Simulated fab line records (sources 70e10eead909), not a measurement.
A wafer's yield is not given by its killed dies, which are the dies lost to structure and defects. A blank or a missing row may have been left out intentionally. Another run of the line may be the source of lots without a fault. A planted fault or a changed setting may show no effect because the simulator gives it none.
Chamber matching | flow nandHarc | NHARC_A_CHANNEL_FILL_D1_CMP_10 on cmp-01: 4 sister chambers
The step polishes, target thk 150 nm. 14 wafers are shown with their chamber, then 7 later ones without.

## WAFERS PAIRED WITH THEIR CHAMBERS
wafer  | chamber | motorCurrentA (A) | timeToEndpointS (s)
L074.3 | 2       | 11.2              | 9.8
L074.4 | 3       | 13.0              | 14.3
L074.6 | 2       | 10.6              | 12.1
L076.1 | 3       | 12.2              | 15.2
L076.4 | 2       | 10.3              | 13.3
L076.6 | 1       | 11.8              | 15.9
L083.1 | 0       | 13.2              | 15.0
L083.2 | 1       | 11.5              | 16.0
L083.6 | 2       | 10.7              | 16.1
L085.1 | 0       | 12.3              | 12.7
L085.2 | 3       | 12.8              | 12.9
L085.5 | 3       | 13.0              | 15.9
L090.2 | 0       | 12.4              | 16.1
L090.3 | 2       | 11.1              | 11.3

SIGNATURES (means of the wafers above)
reading         | chamber 0 | chamber 1 | chamber 2 | chamber 3 | scatter within a chamber
motorCurrentA   | 12.633    | 11.650    | 10.780    | 12.750    | 0.389
timeToEndpointS | 14.600    | 15.950    | 12.520    | 14.575    | 1.83
Rule: distance of a wafer from a chamber = root of the sum over the readings of ((wafer's reading minus chamber's mean) / reading's scatter) squared. The wafer belongs to the nearest chamber; if the next one is less than 2 further off, it can't be placed. The scatter is the square root of a quotient: the sum, over the shown wafers, of each reading's squared deviation from its chamber's mean, divided by wafers minus chambers.

## WAFERS WITHOUT THEIR CHAMBER
wafer  | motorCurrentA (A) | timeToEndpointS (s)
L090.4 | 12.0              | 15.6
L094.1 | 12.7              | 13.5
L094.2 | 12.6              | 16.3
L094.4 | 13.2              | 14.2
L096.2 | 12.8              | 11.2
L096.5 | 10.4              | 13.0
L096.6 | 12.1              | 13.0

## WHICH CHAMBER EACH ONE RAN IN
wafer  | from the rows above               | in truth
L090.4 | can't be placed: 1 or 0 or 3      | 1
L094.1 | can't be placed: 3 or 0           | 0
L094.2 | can't be placed: 0 or 3 or 1      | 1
L094.4 | can't be placed: 3 or 0           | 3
L096.2 | can't be placed: 3 or 0           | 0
L096.5 | 2                                 | 2
L096.6 | can't be placed: 0 or 3 or 1 or 2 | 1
Placed correctly: 1 of 7. Unplaceable from these rows: 6, with the true chamber sitting among the candidates in 6. Placed wrongly: 0.
